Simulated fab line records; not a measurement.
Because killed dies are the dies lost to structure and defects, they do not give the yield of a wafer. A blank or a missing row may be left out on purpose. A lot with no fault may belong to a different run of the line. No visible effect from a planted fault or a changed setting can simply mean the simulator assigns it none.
fab line records	flow nandHarc
record: lots: 6	wafers: 18	lastDay: 25
route steps=1159 shown P_GATE@171 END@1159
lots with no fault: from the same line, run without faults
startH: hours from the record's first day to the start of the lot's first wafer shown	waitH: hours elapsed since this lot's preceding step	" the same as in the row above	L1.1+2: several wafers, shown together as one row	- no value present, or no start provided	* or withheld: withheld	< > ~ a bound
route shown NAME@n: names a module that has steps shown in the file, with the first one's number in the route	usual: mean/standard deviation of fault-free wafers	same: alike in all rows	chamber/n: place in a boat	sites: per-site readings	_std_site: their standard deviation	_edge_site: inner sites' mean taken away from outer sites' mean	radiusMm: how far each site lies from the wafer's centre	mask NAME#n: copy n	behind: tool/chamber where the wafer was last shaped	hold: why the lot went on hold/how many hours it stayed there/how the hold came to an end	device: which transistor (n, p or np) failed to switch	end of line: the route-end tests of the same wafers	for a step that has no rows: nothing shown but its recipe	killed: at the first sort, the dies lost to defects and structure; wafer yield is something else	map: a wafer's dies, x killed, . not, _ none there
set.NAME: the setting the step ran with; set.NAME@STEP: the setting that earlier step ran with	model.NAME: the simulator's own value behind a step, which no gauge read
certain route steps with their lots: each step a table, each wafer a row
services: from which hour (startH, from the record's first day; less than 0 if before it) a tool's chamber was out of use, for how many hours, and why
== steps ==
step: NHARC_P_GATE_HARDBAKE_47
recipe: tempC: 125	timeS: 80
step: NHARC_P_GATE_DESCUM_48
recipe: timeS: 3	o2FlowSccm: 200	arFlowSccm: 0	biasPowerW: 0	chemistry: O2
usual: drypumpMotorCurrentA: 5.6/0.36	oesProductAu: 0.995/0.0097	rfVppV: 58.1/0.86	showerheadPlenumPTorr: 1.95/0.049	throttleValvePct: 11.311/0.0091
same: timeS: 3
lot.wafer	tool	chamber	startH	waitH	drypumpMotorCurrentA	oesProductAu	rfHoursCounterH	rfVppV	showerheadPlenumPTorr	throttleValvePct
L151.2	rieDiel-08	0	121.45	-	5.2	1.013	60	57.6	1.90	11.325
L151.4	"	3	"	"	6.1	0.995	61	56.8	2.01	11.298
L151.5	"	0	"	"	5.2	1.013	-	59.0	1.90	11.328
L158.3	rieDiel-04	3	155.79	-	5.8	0.996	12	59.0	1.91	11.326
L158.2	"	2	"	"	6.2	0.995	15	56.8	1.94	11.312
L158.5	"	3	"	"	5.8	1.005	-	57.0	1.91	11.308
L159.1	rieDiel-08	0	180.80	-	5.2	1.016	17	59.8	1.89	11.310
L159.4	"	2	"	"	5.5	0.996	-	57.6	2.03	11.307
L159.5	"	3	"	"	6.2	1.002	-	59.5	2.00	11.302
L167.1	rieDiel-02	1	210.64	-	5.5	0.993	10	57.3	2.01	11.303
L167.3	"	3	"	"	5.1	0.993	9	57.4	1.97	11.291
L167.2	"	0	"	"	5.4	0.994	9	56.5	1.92	11.304
L166.3	rieDiel-02	1	211.79	-	5.5	1.014	10	59.8	2.01	11.302
L166.1	"	3	"	"	5.1	0.989	9	57.5	1.97	11.311
L166.6	"	1	"	"	5.5	1.001	-	59.2	2.01	11.313
L170.1	rieDiel-02	0	235.12	-	5.5	0.989	13	57.8	1.92	11.325
L170.2	"	1	"	"	5.5	1.009	14	58.5	2.00	11.304
L170.4	"	2	"	"	6.1	0.996	13	59.0	1.88	11.314
step: NHARC_P_GATE_IMPLANT_49
recipe: energyKev: 30	doseCm2: 3e+15	tiltDeg: 7
step: NHARC_P_GATE_STRIP_111
recipe: powerW: 1500	tempC: 110	timeS: 250	chemistry: N2/H2
usual: drypumpMotorCurrentA: 5.67/0.22	heaterPowerW: 87/11
same: timeS: 250
lot.wafer	tool	chamber	startH	waitH	drypumpMotorCurrentA	heaterPowerW	rfHoursCounterH
L151.2	plasmaAsher-02	0	121.87	0.2	5.93	66	35
L151.4	"	0	"	"	5.93	65	-
L151.5	"	0	"	"	5.94	65	-
L158.2	plasmaAsher-01	1	156.39	0.4	5.38	86	17
L158.3	"	0	"	"	5.71	99	-
L158.5	"	0	"	"	5.69	100	-
L159.1	plasmaAsher-01	1	181.25	0.2	5.40	87	23
L159.4	"	0	"	"	5.69	98	-
L159.5	"	0	"	"	5.68	99	-
L167.2	plasmaAsher-01	1	211.01	0.2	5.37	85	39
L167.1	"	0	"	"	5.69	101	39
L167.3	"	0	"	"	5.70	99	-
L166.1	plasmaAsher-01	0	212.21	0.2	5.68	100	39
L166.3	"	1	"	"	5.34	87	-
L166.6	"	0	"	"	5.68	98	-
L170.1	plasmaAsher-01	0	235.48	0.2	5.69	100	47
L170.2	"	1	"	"	5.36	85	47
L170.4	"	0	"	"	5.66	97	-
step: NHARC_P_GATE_STRIP_75
recipe: powerW: 1500	tempC: 250	chemistry: O2
usual: drypumpMotorCurrentA: 5.67/0.22	heaterPowerW: 325/42
lot.wafer	tool	chamber	startH	waitH	drypumpMotorCurrentA	heaterPowerW	rfHoursCounterH
L151.2	plasmaAsher-02	0	122.13	0.2	5.93	237	35
L151.4	"	0	"	"	5.92	240	-
L151.5	"	0	"	"	5.95	243	-
L158.2	plasmaAsher-01	1	156.66	0.2	5.37	323	17
L158.3	"	0	"	"	5.70	367	-
L158.5	"	0	"	"	5.66	375	-
L159.1	plasmaAsher-01	1	181.55	0.2	5.34	326	24
L159.4	"	0	"	"	5.68	365	-
L159.5	"	0	"	"	5.68	378	-
L167.2	plasmaAsher-01	1	211.31	0.3	5.40	322	39
L167.1	"	0	"	"	5.68	372	39
L167.3	"	0	"	"	5.69	361	-
L166.1	plasmaAsher-01	0	212.51	0.3	5.70	366	40
L166.3	"	1	"	"	5.37	319	-
L166.6	"	0	"	"	5.69	372	-
L170.1	plasmaAsher-01	0	235.77	0.2	5.67	370	47
L170.2	"	1	"	"	5.39	330	47
L170.4	"	0	"	"	5.68	372	-
step: NHARC_P_GATE_STRIP_50
recipe: timeS: 900	tempC: 130	chemistry: SPM
step: NHARC_P_GATE_DEHYDRATE_51
recipe: tempC: 150	timeS: 120
step: NHARC_P_GATE_HMDS_52
recipe: timeS: 30
step: NHARC_P_GATE_COAT_53
recipe: spinRpm: 3000
step: NHARC_P_GATE_SOFTBAKE_54
recipe: tempC: 122	timeS: 95
step: NHARC_P_GATE_EBR_55
step: NHARC_P_GATE_EXPOSE_56
recipe: na: 0.6	targetCdNm: 720	doseMj: 14.81	maskId: P_PSD
step: NHARC_P_GATE_PEB_57
recipe: pebTempC: 118	pebTimeS: 85
usual: exhaustPa: 45.1/0.87	heaterPowerTotalW: 163.99/0.27	plateTempC: 118.00/0.16
lot.wafer	tool	chamber	startH	waitH	exhaustPa	heaterPowerTotalW	plateTempC
L151.2	lithoTrack-05	0	122.83	0.1	45.6	164.01	117.98
L151.4	"	0	"	"	45.5	164.27	117.75
L151.5	"	0	"	"	42.8	163.70	117.80
L158.2	lithoTrack-02	0	157.48	0.1	44.9	163.68	117.96
L158.3	"	0	"	"	45.2	163.75	117.99
L158.5	"	0	"	"	45.7	164.08	118.22
L159.1	lithoTrack-02	0	182.39	0.1	45.8	163.64	118.21
L159.4	"	0	"	"	43.8	164.33	118.09
L159.5	"	0	"	"	44.2	164.36	118.26
L167.1	lithoTrack-05	0	212.15	0.1	45.5	133.05	101.04
L167.2	"	0	"	"	44.8	133.28	101.19
L167.3	"	0	"	"	44.3	133.10	101.20
L166.1	lithoTrack-05	0	213.22	0.1	44.6	133.42	101.37
L166.3	"	0	"	"	44.6	133.14	101.30
L166.6	"	0	"	"	45.2	133.31	101.34
L170.1	lithoTrack-02	0	236.61	0.1	45.1	163.80	117.95
L170.2	"	0	"	"	44.4	164.45	117.93
L170.4	"	0	"	"	45.2	163.69	118.04
step: NHARC_P_GATE_DEVELOP_58
recipe: timeS: 70
step: NHARC_P_GATE_CD_MEAS_59
recipe: targetCdNm: 720	landingEnergyEv: 500
usual: cdNm: 719.5/2
lot.wafer	tool	chamber	startH	waitH	cdNm
L151.2	cdSem-01	0	122.92	-	719.5
L151.4	"	0	"	"	723.3
L151.5	"	0	"	"	723.7
L158.2	cdSem-02	0	157.58	-	719.7
L158.3	"	0	"	"	719.0
L158.5	"	0	"	"	718.8
L159.1	cdSem-03	0	182.48	-	716.3
L159.4	"	0	"	"	716.3
L159.5	"	0	"	"	718.0
L167.1	cdSem-01	0	212.24	-	649.2
L167.2	"	0	"	"	647.6
L167.3	"	0	"	"	649.1
L166.1	cdSem-02	0	213.31	-	652.5
L166.3	"	0	"	"	651.2
L166.6	"	0	"	"	648.6
L170.1	cdSem-01	0	236.70	-	719.6
L170.2	"	0	"	"	720.3
L170.4	"	0	"	"	719.2
step: NHARC_P_GATE_HARDBAKE_60
recipe: tempC: 125	timeS: 80
step: NHARC_END_SORT_01
recipe: tempC: 25
usual: killedAtArray: 28/8.6	killedAtOther: 0.7/1.2	killedAtPeriphery: 3.1/2.3	killedDies: 32/8.7	killedOpen: 3.2/1.7	killedShort: 2.0/1.5
same: grossDies: 677
lot.wafer	tool	chamber	startH	waitH	killedAtArray	killedAtOther	killedAtPeriphery	killedDies	killedOpen	killedShort
L151.2	prober-02	0	462.35	4.5	34	0	2	36	5	1
L151.4	prober-02	0	463.96	5.1	36	2	0	38	2	3
L151.5	prober-02	0	464.77	5.4	30	2	3	35	4	2
L159.1	prober-01	0	508.58	2.6	33	0	0	33	2	0
L159.4	prober-01	0	511.00	3.4	43	0	0	43	3	1
L159.5	prober-01	0	511.80	3.7	47	0	0	47	1	2
L167.1	prober-02	0	546.36	2.5	12	0	5	17	2	4
L167.2	prober-02	0	547.15	2.8	22	0	7	29	7	1
L167.3	prober-02	0	547.95	3.1	16	0	7	23	2	1
L166.1	prober-02	0	554.11	2.5	34	0	3	37	1	2
L166.3	prober-02	0	555.74	3.1	26	0	3	29	4	0
L166.6	prober-02	0	558.18	4.1	37	0	14	51	2	4
killed by level:class
L151.2 A_CHANNEL_HOLE_D1:chamberFilmFlake=16 A_SLIT:chamberFilmFlake=8 A_CONTACT:chamberFilmFlake=3 A_M0:geometricParticle:open=2 P_M1:geometricParticle:open=1 A_WL_FILL:geometricParticle:open=1 A_WL_FILL:geometricParticle:short=1 A_CONTACT:geometricParticle:open=1
L151.4 A_CHANNEL_HOLE_D1:chamberFilmFlake=14 A_SLIT:chamberFilmFlake=12 A_ZERO_WELL:chamberFilmFlake=2 A_STAIRCASE:chamberFilmFlake=2 A_ONON_D1:geometricParticle:short=1 A_ONON_D1:geometricParticle:open=1 A_CHANNEL_FILL_D1:geometricParticle:short=1 STARTING-WAFER:geometricParticle:open=1
L151.5 A_CHANNEL_HOLE_D1:chamberFilmFlake=13 A_SLIT:chamberFilmFlake=7 A_CONTACT:chamberFilmFlake=3 A_ONON_D1:geometricParticle:open=2 P_GATE:chamberFilmFlake=2 P_CONTACT:geometricParticle:open=1 A_CONTACT:geometricParticle:short=1 A_CONTACT:geometricParticle:open=1
L159.1 A_CHANNEL_HOLE_D1:chamberFilmFlake=12 A_SLIT:chamberFilmFlake=10 A_STAIRCASE:chamberFilmFlake=3 A_WL_FILL:chamberFilmFlake=3 A_SGD_CUT:chamberFilmFlake=2 A_CHANNEL_FILL_D1:geometricParticle:open=1 A_CONTACT:geometricParticle:open=1 A_ZERO_WELL:chamberFilmFlake=1
L159.4 A_CHANNEL_HOLE_D1:chamberFilmFlake=16 A_SLIT:chamberFilmFlake=16 A_WL_FILL:chamberFilmFlake=4 A_STAIRCASE:chamberFilmFlake=2 A_ONON_D1:geometricParticle:open=1 A_CHANNEL_FILL_D1:geometricParticle:short=1 A_CONTACT:geometricParticle:open=1 A_M1:geometricParticle:open=1
L159.5 A_CHANNEL_HOLE_D1:chamberFilmFlake=23 A_SLIT:chamberFilmFlake=13 A_WL_FILL:chamberFilmFlake=4 A_CHANNEL_FILL_D1:geometricParticle:short=2 A_STAIRCASE:chamberFilmFlake=2 A_SGD_CUT:geometricParticle:open=1 A_CHANNEL_FILL_D1:chamberFilmFlake=1 A_SGD_CUT:chamberFilmFlake=1
L167.1 A_CONTACT:chamberFilmFlake=5 P_GATE:areaPeb=2 P_GATE:geometricParticle:short=1 P_M0:geometricParticle:open=1 A_CHANNEL_FILL_D1:geometricParticle:short=1 A_WL_FILL:geometricParticle:short=1 A_CONTACT:geometricParticle:open=1 A_M1:geometricParticle:short=1
L167.2 A_CHANNEL_HOLE_D1:chamberFilmFlake=8 A_CONTACT:chamberFilmFlake=7 P_GATE:areaPeb=6 A_BLC:geometricParticle:open=2 P_M0:geometricParticle:open=1 A_ONON_D1:geometricParticle:open=1 A_CHANNEL_FILL_D1:geometricParticle:open=1 A_WL_FILL:geometricParticle:open=1
L167.3 A_CHANNEL_HOLE_D1:chamberFilmFlake=6 A_CONTACT:chamberFilmFlake=6 P_GATE:areaPeb=5 A_ONON_D1:geometricParticle:short=1 A_BLC:geometricParticle:open=1 A_M0:geometricParticle:open=1 P_STI:chamberFilmFlake=1 P_M2:chamberFilmFlake=1
L166.1 A_CHANNEL_HOLE_D1:chamberFilmFlake=19 A_CONTACT:chamberFilmFlake=5 A_STAIRCASE:chamberFilmFlake=4 P_STI:chamberFilmFlake=2 A_BONDPAD:chamberFilmFlake=2 A_ONON_D1:geometricParticle:open=1 A_WL_FILL:geometricParticle:short=1 A_CONTACT:geometricParticle:short=1
L166.3 A_CHANNEL_HOLE_D1:chamberFilmFlake=18 A_M1:geometricParticle:open=2 A_BONDPAD:chamberFilmFlake=2 P_M0:geometricParticle:open=1 A_BLC:geometricParticle:open=1 P_STI:chamberFilmFlake=1 A_STAIRCASE:chamberFilmFlake=1 A_WL_FILL:chamberFilmFlake=1
L166.6 A_CHANNEL_HOLE_D1:chamberFilmFlake=23 P_GATE:areaPeb=8 A_CONTACT:chamberFilmFlake=5 P_ZERO_WELL:chamberFilmFlake=2 A_STAIRCASE:chamberFilmFlake=2 P_CONTACT:geometricParticle:short=1 P_M0:geometricParticle:open=1 A_CHANNEL_HOLE_D1:geometricParticle:short=1
== services ==
tool	chamber	startH	hours	kind
plasmaAsher-01	-	99.33	9.0	pm
plasmaAsher-01	0	99.33	9.0	ventCycle
plasmaAsher-01	1	99.33	9.0	ventCycle
rieDiel-02	0	105.52	-	clean
rieDiel-02	1	105.52	-	clean
rieDiel-02	2	105.52	-	clean
rieDiel-02	3	105.52	-	clean
plasmaAsher-01	0	108.33	-	clean
plasmaAsher-01	1	108.33	-	clean
rieDiel-04	-	111.92	9.0	pm
rieDiel-08	-	124.82	9.0	pm
rieDiel-02	0	130.08	-	clean
rieDiel-02	1	130.08	-	clean
rieDiel-02	2	130.08	-	clean
rieDiel-02	3	130.08	-	clean
rieDiel-08	1	137.29	2.1	repair
rieDiel-02	-	140.44	1.9	repair
rieDiel-02	-	150.83	9.0	pm
rieDiel-02	0	150.83	9.0	ventCycle
lithoTrack-02	-	165.00	7.0	pm
rieDiel-04	3	173.13	4.1	repair
rieDiel-08	1	174.15	12.8	repair
plasmaAsher-02	-	183.04	9.0	pm
rieDiel-04	2	185.68	6.1	repair
== key ==
firstSign: step: NHARC_P_GATE_PEB_57	reading: heaterPowerTotalW	direction: down	sigmas: 99+	usual: *	struck: *
effect: step: NHARC_P_GATE_PEB_57	reading: plateTempC	direction: down	sigmas: 99+	usual: *	struck: *
effect: step: NHARC_P_GATE_CD_MEAS_59	reading: cdNm	direction: down	sigmas: 35	usual: 719.5	struck: 649.7
effect: step: NHARC_END_SORT_01	reading: killedAtPeriphery	direction: up	sigmas: 1.5	usual: 3.1	struck: 6.5	wafersMoved: 3
metAt NHARC_P_GATE_PEB_57
struckWafers L166.1,L166.3,L166.6,L167.1,L167.2,L167.3
testerLeftOut L166,L167
onsetBetween 122.83 212.15
fault: kind: processParameterDrift	tool: lithoTrack-05	chamber: -	onsetH: 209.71	steps: NHARC_P_GATE_PEB_57	channel: pebTempC	offset: *	shape: step	endH: 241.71	actsIn: *	stated: *
testerLeftOut: of these lots the tester's yield and bins aren't shown, on N5 and GAA mostly nor the transistor test; their killed dies are dies lost to structure and defects alone, not to doping, threshold or leakage, so they don't give the yield
